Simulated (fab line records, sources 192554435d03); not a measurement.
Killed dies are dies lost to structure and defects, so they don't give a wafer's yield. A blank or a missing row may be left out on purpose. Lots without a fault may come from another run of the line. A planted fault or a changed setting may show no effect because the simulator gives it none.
Which tool did it? | flow n5_finfet | 11 lots, 31 wafers sampled, at 2 steps of a route of 1938

WHAT THE GAUGES READ, wafer by wafer
N5_BEOL_M11_CD_MEAS_28: target cd 70 nm.
lot  | measured     | on        | cd_nm (nm)
L708 | day 10 13:29 | cd_sem-02 | 68.8 67.2 68.5
L710 | day 10 16:38 | cd_sem-02 | 68.3 68.5 68.9
L709 | day 11 04:15 | cd_sem-01 | 70.6 70.4
L714 | day 12 04:52 | cd_sem-03 | 69.5 72.2 71.7
L718 | day 13 05:20 | cd_sem-02 | 70.6 70.6 72.0
L720 | day 13 15:32 | cd_sem-02 | 67.3 67.5 68.7
L721 | day 13 15:55 | cd_sem-03 | 67.0 68.9
L727 | day 15 16:40 | cd_sem-03 | 69.1 67.5 67.1
L728 | day 16 01:55 | cd_sem-01 | 68.4 68.6 68.7
L730 | day 16 14:52 | cd_sem-03 | 71.1 71.4 70.1
L731 | day 16 15:28 | cd_sem-01 | 69.2 67.2 68.2

WHICH TOOL RAN EACH LOT (tool, then ch and the chambers of the sampled wafers, then the start)
lot  | N5_BEOL_M11_STRIP_19
L708 | rie_diel-05 ch 1,2,3, day 10 13:07
L710 | rie_diel-04 ch 2,3, day 10 16:17
L709 | rie_diel-06 ch 2,3, day 11 03:08
L714 | rie_diel-04 ch 0,1,2, day 12 03:08
L718 | rie_diel-04 ch 1,2,3, day 13 04:05
L720 | rie_diel-04 ch 2,3, day 13 14:58
L721 | rie_diel-04 ch 0,1, day 13 15:23
L727 | rie_diel-05 ch 0,2,3, day 15 14:42
L728 | rie_diel-04 ch 1,3, day 15 23:52
L730 | rie_diel-05 ch 0,1, day 16 14:23
L731 | rie_diel-05 ch 2,3, day 16 14:59
- N5_BEOL_M11_STRIP_19: strips in O2.

THE ANSWER, worked out from the rows above alone
Rule: what is usual is taken from the lots themselves. Put in order of their means at a reading, lots are off if they are a third of the lots or fewer, leave a main group of 4 or more, and stand apart from it by a gap of 3 or more times the standard deviation of the main group's means; of several such gaps the widest counts. A main group whose means are all the same, to the digits that the tables above print for the reading, isn't used. A lot without any number at a reading at which 4 lots or more have one is off too. The other lots that the step has rows for count as sound.
No lot is off at any reading shown: from this, nothing can be told.

WHAT THE SIMULATOR HAD PUT IN
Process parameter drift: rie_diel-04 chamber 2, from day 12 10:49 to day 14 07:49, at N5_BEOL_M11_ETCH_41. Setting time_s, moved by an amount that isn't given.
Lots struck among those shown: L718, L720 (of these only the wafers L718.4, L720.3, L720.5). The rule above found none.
